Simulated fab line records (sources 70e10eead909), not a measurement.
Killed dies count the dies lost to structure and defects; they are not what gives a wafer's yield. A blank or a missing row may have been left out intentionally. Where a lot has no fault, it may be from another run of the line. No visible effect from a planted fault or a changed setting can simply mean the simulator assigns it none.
Matching of chambers	flow nandHarc	4 sister chambers for NHARC_A_BLC_STRIP_29 on rieDiel-09
The step strips in CF4. 4 wafers are shown with their chamber, then 7 later ones without.

== WAFERS PAIRED WITH THEIR CHAMBERS ==
wafer	chamber	drypumpMotorCurrentA (A)
L369.2	0	5.95
L376.4	1	5.86
L383.1	2	5.80
L383.4	3	6.13

== WAFERS MISSING THEIR CHAMBER ==
wafer	drypumpMotorCurrentA (A)
L383.6	5.78
L389.1	5.85
L389.3	6.16
L389.6	6.13
L390.2	6.11
L390.5	6.00
L390.6	6.10

== CHAMBER TAKEN BY EACH ==
wafer	from the rows above	in truth
L383.6	2	2
L389.1	can't be placed: 1 or 2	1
L389.3	3	3
L389.6	3	3
L390.2	3	3
L390.5	0	0
L390.6	3	3
Correctly placed: 6 of 7. Not placeable from these rows: 1 (in 1, the candidates include the true chamber). Placed wrongly: 0.
How it was worked out, from the rows above alone: a wafer's distance from a chamber is the root of the sum, over the readings, of the square of ((its reading less the chamber's mean) divided by the reading's scatter). If the next closest chamber is less than 2 further off than the closest, the wafer can't be placed; otherwise it belongs to the closest. A chamber's mean is the mean of its shown wafers. The scatter (one wafer shown for each chamber): square how far every hidden wafer sits from the nearest shown wafer, average those squares and take the square root.
